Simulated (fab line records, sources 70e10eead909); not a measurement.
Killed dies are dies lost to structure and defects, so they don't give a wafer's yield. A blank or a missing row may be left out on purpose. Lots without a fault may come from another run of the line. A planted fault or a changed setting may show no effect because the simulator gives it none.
fab line records | flow nand_harc
record lots=13 wafers=39 last_day=25
route steps=1159 shown A_M0@1007 END@1159
lots that met no fault: from a run of the same line without faults
start_h: hours from the record's first day to the start of the lot's first wafer shown | wait_h: hours since the lot's step before | " the same as in the row above | L1.1+2: a row that stands for several wafers | - no value, or no start given | * or withheld: withheld | < > ~ a bound
route shown NAME@n: a module of which the file shows steps, and the number in the route of the first | usual: mean/standard deviation of fault-free wafers | same: alike in all rows | chamber/n: place in a boat | sites: the reading at each site | _std_site: their standard deviation | _edge_site: outer sites' mean less inner sites' | radius_mm: how far each site lies from the wafer's centre | mask NAME#n: copy n | behind: the tool/chamber that last shaped the wafer | hold: why the lot was held/for how many hours/how that ended | device: the transistor (n, p or np) that didn't switch | end of line: the same wafers' tests at the end of the route | a step without rows: its recipe alone | killed: dies lost to structure and defects at the first sort, not the wafer's yield | map: a wafer's dies, x killed, . not, _ none there
set.NAME: the setting as run; set.NAME@STEP: as run at that earlier step | model.NAME: the simulator's own value behind a step, which no gauge read
steps of the route over a sample of lots; a table a step, a row a wafer
services: from which hour (start_h, from the record's first day; less than 0 if before it) a tool's chamber was out of use, for how many hours, and why
## steps
# step NHARC_A_M0_DESCUM_14
# recipe time_s=3 o2_flow_sccm=200 ar_flow_sccm=0 bias_power_w=0 chemistry=O2
# usual drypump_motor_current_A=5.66/0.28 mfc_ar_sccm=0.010/0.011 oes_product_au=0.991/0.015 rf_vpp_V=57.8/0.79 showerhead_plenum_p_Torr=1.92/0.083 throttle_valve_pct=11.312/0.0093
# columns lot.wafer tool chamber start_h wait_h drypump_motor_current_A mfc_ar_sccm oes_product_au rf_hours_counter_h rf_vpp_V showerhead_plenum_p_Torr throttle_valve_pct
L482.2 rie_diel-01 1 411.13 0.1 5.39 0 0.982 3 58.6 1.95 11.291
L482.1 " 2 " " 6.08 0 0.995 5 58.0 2.03 11.326
L482.6 " 2 " " 6.00 0 0.982 - 59.5 2.03 11.318
L484.1 rie_diel-12 3 415.45 0.1 5.12 0 0.983 1 57.3 1.78 11.312
L484.3 " 0 " " 5.93 0.024 0.980 1 57.3 1.92 11.294
L484.6 " 3 " " 5.13 0 0.982 - 57.8 1.78 11.320
L485.2 rie_diel-09 1 418.14 0.1 5.62 0.030 0.984 12 56.9 1.83 11.320
L485.4 " 2 " " 5.71 0.004 0.990 13 57.4 1.85 11.303
L485.6 " 3 " " 5.27 0.031 0.985 - 58.1 2.05 11.308
L490.3 rie_diel-12 1 456.64 0.1 5.63 0.009 0.999 5 57.3 1.91 11.311
L490.4 " 2 " " 5.52 0.012 0.972 5 57.7 1.86 11.311
L490.1 " 3 " " 5.15 0 0.965 6 57.6 1.78 11.307
L492.2 rie_diel-01 3 457.00 0.1 5.83 0 1.000 9 56.8 1.90 11.310
L492.1 " 2 " " 6.05 0 1.007 9 57.7 2.03 11.309
L492.6 " 0 " " 6.09 0 1.005 - 59.3 2.00 11.304
L488.1 rie_diel-01 0 461.85 0.1 6.07 0 1.014 8 58.3 2.00 11.312
L488.5 " 3 " " 5.85 0 1.000 - 59.1 1.90 11.307
L488.6 " 0 " " 6.06 0 1.015 - 57.7 2.00 11.299
L493.1 rie_diel-12 1 486.65 0.1 5.66 0.009 0.977 6 58.1 1.91 11.324
L493.6 " 1 " " 5.65 0.009 0.989 - 57.5 1.91 11.308
L493.5 " 2 " " 5.51 0.012 0.964 - 57.1 1.86 11.308
L499.1 rie_diel-09 3 503.69 0.1 5.30 0.031 1.008 5 58.8 2.05 11.300
L499.3 " 0 " " 5.79 0.013 1.008 5 58.9 2.05 11.306
L499.5 " 3 " " 5.29 0.031 1.006 - 57.9 2.05 11.312
L497.4 rie_diel-12 2 511.88 0.1 5.53 0.012 0.967 7 57.7 1.86 11.313
L497.2 " 3 " " 5.13 0 0.971 9 56.3 1.77 11.304
L497.6 " 1 " " 5.63 0.009 0.998 - 57.4 1.91 11.313
L500.4 rie_diel-01 2 519.53 0.1 6.04 0 0.976 1 57.8 2.02 11.320
L500.2 " 1 " " 5.40 0 0.981 2 57.8 1.95 11.311
L500.5 " 3 " " 5.86 0 0.986 - 58.0 1.90 11.318
L502.3 rie_diel-09 2 527.17 0.1 5.70 0.004 0.984 6 57.5 1.85 11.305
L502.1 " 0 " " 5.83 0.013 0.998 6 58.2 2.05 11.307
L502.5 " 1 " " 5.60 0.030 1.000 - 57.1 1.83 11.304
L503.4 rie_diel-09 0 543.04 0.1 5.80 0.013 1.012 7 57.8 2.05 11.325
L503.1 " 2 " " 5.71 0.004 0.990 6 57.8 1.85 11.321
L503.6 " 1 " " 5.64 0.030 0.998 - 57.0 1.83 11.327
L505.2 rie_diel-09 3 543.48 0.1 5.29 0.031 1.016 7 58.7 2.05 11.327
L505.4 " 0 " " 5.81 0.013 1.006 7 57.7 2.05 11.323
L505.5 " 3 " " 5.29 0.031 1.011 - 58.2 2.05 11.318
# step NHARC_A_M0_CD_MEAS_16
# usual cd_nm=80.1/1.4
# columns lot.wafer tool chamber start_h wait_h cd_nm
L482.1 cd_sem-03 - 411.43 - 79.9
L482.2 " - " " 77.4
L482.6 " - " " 79.8
L484.1 cd_sem-03 - 415.75 - 77.6
L484.3 " - " " 78.3
L484.6 " - " " 78.6
L485.2 cd_sem-03 - 418.43 - 79.5
L485.4 " - " " 81.1
L485.6 " - " " 79.8
L490.1 cd_sem-01 - 456.92 - 80.1
L490.3 " - " " 81.3
L490.4 " - " " 80.1
L492.1 cd_sem-01 - 457.30 - 77.4
L492.2 " - " " 75.6
L492.6 " - " " 78.2
L488.1 cd_sem-01 - 462.15 - 80.3
L488.5 " - " " 79.9
L488.6 " - " " 79.4
L493.1 cd_sem-02 - 486.95 - 81.6
L493.5 " - " " 81.8
L493.6 " - " " 81.9
L499.1 cd_sem-01 - 503.98 - 80.9
L499.3 " - " " 79.9
L499.5 " - " " 82.1
L497.2 cd_sem-02 - 512.18 - 79.9
L497.4 " - " " 80.1
L497.6 " - " " 82.1
L500.2 cd_sem-02 - 519.84 - 82.6
L500.4 " - " " 81.9
L500.5 " - " " 81.1
L502.1 cd_sem-03 - 527.46 - 78.8
L502.3 " - " " 79.8
L502.5 " - " " 81.8
L503.1 cd_sem-02 - 543.34 - 82.2
L503.4 " - " " 82.4
L503.6 " - " " 80.9
L505.2 cd_sem-02 - 543.78 - 81.4
L505.4 " - " " 82.2
L505.5 " - " " 81.6
# step NHARC_A_M0_ECD_22
# recipe target_thk_a=4000 bath_temp_c=25 material=Cu
# columns lot.wafer tool chamber start_h wait_h
L482.2+1+6 ecd_cu-02 0,1,1 412.42 -
L484.1+3+6 ecd_cu-02 0,1,0 416.73 -
L485.2+4+6 ecd_cu-01 0,1,0 419.82 -
L490.1+3+4 ecd_cu-02 0,0,1 457.90 -
L492.2+1+6 ecd_cu-02 1,0,1 458.28 -
L488.1+6+5 ecd_cu-01 1,0,1 463.19 -
L493.1+5+6 ecd_cu-02 1,1,0 487.93 -
L499.1+3+5 ecd_cu-01 0,0,1 504.96 -
L497.2+4+6 ecd_cu-01 0 513.17 -
L500.2+4+5 ecd_cu-01 1,1,0 520.81 -
L502.1+3+5 ecd_cu-01 0 528.45 -
L503.1+4+6 ecd_cu-01 1,0,0 544.42 -
L505.2+4+5 ecd_cu-02 0,1,0 544.92 -
# step NHARC_A_M0_CMP_23
# recipe t_overpolish_s=20 target_thk_nm=113.75
# usual motor_current_A=11.8/0.81 time_to_endpoint_s=27/3.1
# columns lot.wafer tool chamber start_h wait_h motor_current_A time_to_endpoint_s
L482.2 cmp-03 1 413.17 - 11.4 23
L482.1 " 2 " " 11.2 27
L482.6 " 0 " " 11.0 27
L484.3 cmp-04 3 417.46 - 13.3 29
L484.1 " 0 " " 11.3 31
L484.6 " 0 " " 12.5 31
L485.2 cmp-03 3 420.58 - 11.7 24
L485.4 " 2 " " 11.9 27
L485.6 " 0 " " 10.8 29
L490.1 cmp-01 2 458.62 - 11.9 7
L490.3 " 0 " " 11.3 27
L490.4 " 1 " " 11.7 11
L492.1 cmp-04 1 459.03 - 12.3 8
L492.2 " 2 " " 11.8 33
L492.6 " 0 " " 12.1 31
L488.1 cmp-03 1 463.90 - 11.0 25
L488.6 " 0 " " 11.2 30
L488.5 " 1 " " 11.3 28
L493.1 cmp-01 0 488.73 - 12.0 8
L493.6 " 1 " " 12.7 29
L493.5 " 2 " " 12.3 25
L499.3 cmp-04 2 505.80 - 10.7 30
L499.1 " 0 " " 12.0 28
L499.5 " 3 " " 13.4 28
L497.4 cmp-03 1 513.89 - 11.5 26
L497.2 " 2 " " 12.5 28
L497.6 " 2 " " 11.4 26
L500.2 cmp-04 2 521.54 - 11.1 29
L500.4 " 1 " " 12.2 27
L500.5 " 3 " " 13.2 32
L502.1 cmp-04 1 529.22 - 11.6 24
L502.3 " 2 " " 11.0 29
L502.5 " 1 " " 11.6 22
L503.1 cmp-03 0 545.10 - 9.8 28
L503.4 " 1 " " 11.0 26
L503.6 " 0 " " 10.6 26
L505.2 cmp-01 3 545.64 - 10.6 28
L505.4 " 0 " " 12.3 26
L505.5 " 3 " " 10.8 27
# step NHARC_A_M0_DEP_32
# recipe target_thk_a=300 temp_c=370 target_thk_nm=30 pressure_torr=3 flow_sccm=200 rf_w=450 material=SiCN
# usual heater_power_w=577/74
# columns lot.wafer tool chamber start_h wait_h heater_power_w
L482.2 pecvd-04 1 413.76 0.1 527
L482.1 " 2 " " 527
L482.6 " 0 " " 422
L484.1 pecvd-03 0 418.19 0.1 537
L484.3 " 1 " " 656
L484.6 " 0 " " 546
L485.2 pecvd-03 1 421.51 0.1 652
L485.4 " 0 " " 507
L485.6 " 1 " " 641
L490.3 pecvd-04 0 459.28 0.1 424
L490.1 " 1 " " 616
L490.4 " 0 " " 422
L492.1 pecvd-02 0 460.10 0.1 551
L492.2 " 1 " " 607
L492.6 " 2 " " 547
L488.1 pecvd-02 2 464.53 0.1 542
L488.6 " 1 " " 625
L488.5 " 2 " " 555
L493.1 pecvd-02 2 489.35 0.1 523
L493.6 " 0 " " 502
L493.5 " 1 " " 542
L499.3 pecvd-02 1 506.48 0.1 638
L499.1 " 2 " " 540
L499.5 " 2 " " 544
L497.2 pecvd-03 1 514.55 0.1 604
L497.6 " 1 " " 632
L497.4 " 2 " " 608
L500.2 pecvd-04 1 522.20 0.1 615
L500.4 " 0 " " 415
L500.5 " 1 " " 485
L502.1 pecvd-02 2 529.82 0.1 618
L502.3 " 0 " " 547
L502.5 " 2 " " 598
L503.1 pecvd-02 1 545.76 0.1 658
L503.4 " 0 " " 537
L503.6 " 1 " " 667
L505.2 pecvd-03 2 546.35 0.1 675
L505.5 " 0 " " 568
L505.4 " 2 " " 676
# step NHARC_END_SORT_01
# recipe temp_c=25
# usual defect_limited_yield=95.8/1.3 killed_at_array=24/8.7 killed_at_other=0.8/1.2 killed_at_periphery=3.6/2.3 killed_dies=28/8.9 killed_open=3.2/1.9 killed_short=2.0/1.6 sort_bin_2_pct=1.3/0.57 sort_bin_3_pct=0.22/0.19 sort_bin_4_pct=2.7/0.89 sort_n_pass=649/8.9 sort_rim_yield_pct=95/3.1 sort_yield_pct=95.8/1.3
# same gross_dies=677 sort_bin_5_pct[%]=0 sort_bin_6_pct[%]=0 sort_bin_7_pct[%]=0 sort_bin_8_pct[%]=0 sort_rim_n_gross=106.00
# columns lot.wafer tool chamber start_h wait_h hold defect_limited_yield[%] killed_at_array killed_at_other killed_at_periphery killed_dies killed_open killed_short sort_bin_2_pct[%] sort_bin_3_pct[%] sort_bin_4_pct[%] sort_n_pass sort_rim_yield_pct[%] sort_yield_pct[%]
L485.2 prober-02 0 473.42 2.8 - 95.6 27 0 3 30 4 2 1.2 0.30 3.0 647 95 95.6
L485.4 prober-02 0 474.97 3.3 - 95.3 27 1 4 32 1 5 1.8 0.15 2.8 645 92 95.3
L485.6 prober-02 0 476.52 3.9 - 95.9 26 1 1 28 5 3 1.0 0 3.1 649 94 95.9
L490.1 prober-02 0 496.76 2.5 await_dispo/2.8h/release 92.5 43 0 8 51 2 2 3.5 0.44 3.5 626 95 92.5
L490.3 prober-02 0 498.38 3.1 await_dispo/2.8h/release 95.9 22 1 5 28 2 2 1.6 0.44 2.1 649 92 95.9
L490.4 prober-02 0 499.19 3.4 await_dispo/2.8h/release 90.4 54 2 9 65 7 3 6.4 0.15 3.1 612 98 90.4
L493.1 prober-01 0 526.03 2.5 await_dispo/6.5h/release 93.8 36 0 6 42 3 1 3.7 0.30 2.2 635 96 93.8
L493.5 prober-01 0 529.20 3.7 await_dispo/6.5h/release 96.5 19 1 4 24 7 1 1.0 0.44 2.1 653 91 96.5
L493.6 prober-01 0 529.99 4.0 await_dispo/6.5h/release 97.0 17 0 3 20 0 0 0.3 0.15 2.5 657 97 97.0
L499.1 prober-02 0 546.14 2.5 - 95.3 31 0 1 32 0 1 1.3 0.30 3.1 645 92 95.3
L499.3 prober-02 0 547.75 3.1 - 94.5 36 0 1 37 1 3 2.4 0.15 3.0 640 87 94.5
L499.5 prober-02 0 549.37 3.7 - 95.6 30 0 0 30 2 1 1.9 0.44 2.1 647 97 95.6
L497.2 prober-01 0 562.53 2.8 - 94.2 36 1 2 39 5 3 1.5 0.15 4.1 638 96 94.2
L497.4 prober-01 0 564.14 3.4 - 95.7 28 0 1 29 2 5 1.8 0.15 2.4 648 95 95.7
L497.6 prober-01 0 565.75 4.0 - 94.2 34 2 3 39 1 4 0.6 0.59 4.6 638 97 94.2
L500.2 prober-01 0 570.34 2.8 - 98.5 7 0 3 10 3 0 0.7 0 0.7 667 98 98.5
L500.4 prober-01 0 571.94 3.4 - 97.3 11 1 6 18 1 3 0.7 0.30 1.6 659 95 97.3
L500.5 prober-01 0 572.74 3.7 - 97.3 12 1 5 18 2 2 0.7 0.15 1.8 659 97 97.3
L505.2 prober-01 0 585.93 2.8 - 96.0 17 5 5 27 1 3 1.3 0.15 2.5 650 96 96.0
L505.4 prober-01 0 587.50 3.3 - 96.3 13 6 6 25 1 3 1.6 0.15 1.9 652 95 96.3
L505.5 prober-01 0 588.28 3.6 - 95.9 19 3 6 28 2 2 1.3 0.15 2.7 649 94 95.9
# killed by level:class
L485.2 A_SLIT:chamber_film_flake=10 A_CHANNEL_HOLE_D1:chamber_film_flake=9 A_SGD_CUT:geometric_particle:short=2 A_CONTACT:geometric_particle:open=2 P_STI:chamber_film_flake=2 P_GATE:geometric_particle:open=1 A_WL_FILL:geometric_particle:open=1 A_CHANNEL_FILL_D1:chamber_film_flake=1
L485.4 A_CHANNEL_HOLE_D1:chamber_film_flake=13 A_SLIT:chamber_film_flake=7 P_STI:chamber_film_flake=4 A_ONON_D1:geometric_particle:short=2 A_CONTACT:chamber_film_flake=2 A_BLC:geometric_particle:open=1 A_BLC:geometric_particle:short=1 A_M1:geometric_particle:short=1
L485.6 A_SLIT:chamber_film_flake=8 A_CHANNEL_HOLE_D1:chamber_film_flake=7 A_STAIRCASE:chamber_film_flake=4 A_BLC:geometric_particle:open=2 A_SOURCE_PLATE:geometric_particle:open=1 A_CHANNEL_FILL_D1:geometric_particle:short=1 A_WL_FILL:geometric_particle:short=1 A_BLC:geometric_particle:short=1
L490.1 A_SLIT:chamber_film_flake=15 A_M0:area_ecd=13 A_STAIRCASE:chamber_film_flake=4 A_WL_FILL:chamber_film_flake=3 A_CONTACT:chamber_film_flake=3 A_CONTACT:geometric_particle:short=2 P_ZERO_WELL:chamber_film_flake=2 P_STI:chamber_film_flake=2
L490.3 A_SLIT:chamber_film_flake=7 A_WL_FILL:chamber_film_flake=4 P_M2:chamber_film_flake=3 A_CHANNEL_HOLE_D1:chamber_film_flake=3 P_ZERO_WELL:chamber_film_flake=2 A_STAIRCASE:chamber_film_flake=2 A_CONTACT:chamber_film_flake=2 A_ONON_D1:geometric_particle:open=1
L490.4 A_M0:area_ecd=30 A_SLIT:chamber_film_flake=13 P_ZERO_WELL:chamber_film_flake=3 P_M0:geometric_particle:open=2 P_M2:chamber_film_flake=2 A_CONTACT:chamber_film_flake=2 P_CONTACT:geometric_particle:open=1 A_ONON_D1:geometric_particle:short=1
L493.1 A_M0:area_ecd=17 A_CHANNEL_HOLE_D1:chamber_film_flake=12 A_CONTACT:chamber_film_flake=3 P_BONDPAD:chamber_film_flake=2 A_STAIRCASE:chamber_film_flake=2 P_CONTACT:geometric_particle:open=1 P_M0:geometric_particle:short=1 A_CONTACT:geometric_particle:open=1
L493.5 A_CHANNEL_HOLE_D1:chamber_film_flake=9 A_STAIRCASE:chamber_film_flake=6 P_M0:geometric_particle:open=3 A_CONTACT:geometric_particle:open=2 A_M0:geometric_particle:open=1 A_M1:geometric_particle:short=1 STARTING-WAFER:geometric_particle:open=1 P_GATE:chamber_film_flake=1
L493.6 A_CHANNEL_HOLE_D1:chamber_film_flake=11 A_STAIRCASE:chamber_film_flake=4 P_STI:chamber_film_flake=3 A_CONTACT:chamber_film_flake=2
L499.1 A_CHANNEL_HOLE_D1:chamber_film_flake=22 A_SLIT:chamber_film_flake=9 P_CONTACT:geometric_particle:short=1
L499.3 A_CHANNEL_HOLE_D1:chamber_film_flake=17 A_SLIT:chamber_film_flake=13 A_ONON_D1:geometric_particle:short=1 A_CHANNEL_FILL_D1:geometric_particle:short=1 A_CONTACT:geometric_particle:short=1 A_CONTACT:geometric_particle:open=1 P_M0:chamber_film_flake=1 A_STAIRCASE:chamber_film_flake=1
L499.5 A_CHANNEL_HOLE_D1:chamber_film_flake=13 A_SLIT:chamber_film_flake=11 A_CHANNEL_FILL_D1:geometric_particle:open=1 A_BLC:geometric_particle:short=1 A_M1:geometric_particle:open=1 A_CHANNEL_FILL_D1:chamber_film_flake=1 A_WL_FILL:chamber_film_flake=1 A_BLC:chamber_film_flake=1
L497.2 A_SLIT:chamber_film_flake=18 A_CHANNEL_HOLE_D1:chamber_film_flake=8 A_CONTACT:geometric_particle:open=3 A_CONTACT:chamber_film_flake=3 P_M1:geometric_particle:open=1 P_M2:geometric_particle:short=1 A_ONON_D1:geometric_particle:short=1 A_CHANNEL_FILL_D1:geometric_particle:open=1
L497.4 A_SLIT:chamber_film_flake=12 A_CHANNEL_HOLE_D1:chamber_film_flake=6 A_STAIRCASE:chamber_film_flake=3 A_ONON_D1:geometric_particle:short=2 P_M0:geometric_particle:short=1 A_CHANNEL_FILL_D1:geometric_particle:open=1 A_STAIRCASE:geometric_particle:short=1 A_CONTACT:geometric_particle:open=1
L497.6 A_SLIT:chamber_film_flake=15 A_CHANNEL_HOLE_D1:chamber_film_flake=13 P_GATE:geometric_particle:short=2 A_STAIRCASE:chamber_film_flake=2 THIN_TSV:chamber_film_flake=2 A_WL_FILL:geometric_particle:short=1 A_BLC:geometric_particle:open=1 A_M1:geometric_particle:short=1
L500.2 A_CHANNEL_HOLE_D1:chamber_film_flake=4 P_M1:geometric_particle:open=1 A_ONON_D1:geometric_particle:open=1 A_M0:geometric_particle:open=1 P_GATE:chamber_film_flake=1 P_BONDPAD:chamber_film_flake=1 A_CHANNEL_FILL_D1:chamber_film_flake=1
L500.4 A_CHANNEL_HOLE_D1:chamber_film_flake=7 P_M0:geometric_particle:short=2 P_STI:chamber_film_flake=2 P_GATE:chamber_film_flake=2 A_CHANNEL_FILL_D1:geometric_particle:short=1 A_CONTACT:geometric_particle:open=1 A_SLIT:chamber_film_flake=1 A_BLC:chamber_film_flake=1
L500.5 P_STI:chamber_film_flake=4 A_CHANNEL_HOLE_D1:chamber_film_flake=2 A_CHANNEL_FILL_D1:chamber_film_flake=2 A_STAIRCASE:chamber_film_flake=2 A_CHANNEL_FILL_D1:geometric_particle:open=1 A_SGD_CUT:geometric_particle:short=1 A_CONTACT:geometric_particle:open=1 A_M1:geometric_particle:short=1
L505.2 A_CONTACT:chamber_film_flake=8 THIN_TSV:chamber_film_flake=5 A_CHANNEL_FILL_D1:chamber_film_flake=3 A_STAIRCASE:chamber_film_flake=3 P_STI:chamber_film_flake=2 P_STI:geometric_particle:short=1 A_SLIT:geometric_particle:short=1 A_CONTACT:geometric_particle:short=1
L505.4 A_CONTACT:chamber_film_flake=7 THIN_TSV:chamber_film_flake=6 P_STI:chamber_film_flake=3 P_ZERO_WELL:chamber_film_flake=2 A_ONON_D1:geometric_particle:open=1 A_ONON_D1:geometric_particle:short=1 A_CHANNEL_FILL_D1:geometric_particle:short=1 A_BLC:geometric_particle:short=1
L505.5 A_CONTACT:chamber_film_flake=9 A_CHANNEL_FILL_D1:chamber_film_flake=5 P_STI:chamber_film_flake=3 A_STAIRCASE:chamber_film_flake=2 THIN_TSV:chamber_film_flake=2 P_GATE:geometric_particle:short=1 P_CONTACT:geometric_particle:open=1 A_STAIRCASE:geometric_particle:open=1
## services
# columns tool chamber start_h hours kind
cmp-04 - 399.07 4.0 pm
cmp-03 - 413.52 0.5 repair
pecvd-03 2 415.73 9.6 repair
rie_diel-09 - 431.10 9.0 pm
ecd_cu-01 - 448.25 8.0 pm
cmp-03 - 450.00 4.0 pm
rie_diel-09 - 458.28 1.2 repair
pecvd-03 - 473.17 13.0 pm
cmp-01 - 480.28 4.0 pm
rie_diel-01 - 491.84 9.0 pm
ecd_cu-01 - 494.59 1.6 repair
cmp-01 - 496.22 4.1 repair
cmp-04 - 497.07 4.0 pm
cmp-03 - 498.86 1.4 repair
cmp-03 - 504.44 1.6 repair
rie_diel-01 2 507.48 4.4 repair
pecvd-02 - 515.30 13.0 pm
pecvd-02 0 515.30 13.0 vent_cycle
pecvd-02 1 515.30 13.0 vent_cycle
pecvd-02 2 515.30 13.0 vent_cycle
pecvd-02 0 528.30 - clean
pecvd-02 1 528.30 - clean
ecd_cu-02 - 532.58 8.0 pm
rie_diel-12 3 537.28 29.8 repair
## key
first_sign step=NHARC_A_M0_CMP_23 reading=time_to_endpoint_s direction=down sigmas=6.1 usual=* struck=*
effect step=NHARC_END_SORT_01 reading=sort_bin_2_pct direction=up sigmas=5.6 usual=1.3 struck=4.5
more_kills_born_at NHARC_A_M0_ECD_22@ecd_cu-02=60
met_at NHARC_A_M0_ECD_22
struck_lots L490,L492,L493
struck_wafers L490.1,L490.4,L492.1,L493.1
sort_left_out L492.1
not_acting_at NHARC_A_M0_DESCUM_14,NHARC_A_M0_CD_MEAS_16,NHARC_A_M0_DEP_32
fault kind=process_parameter_drift tool=ecd_cu-02 chamber=- onset_h=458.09 steps=NHARC_A_M0_ECD_22 channel=target_thk_a offset=* shape=step end_h=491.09 scope=struck_wafers_only acts_in=* stated=*
# sort_left_out: the simulated sort isn't trusted on such a fault, so these wafers' sort isn't shown, and their yield isn't known
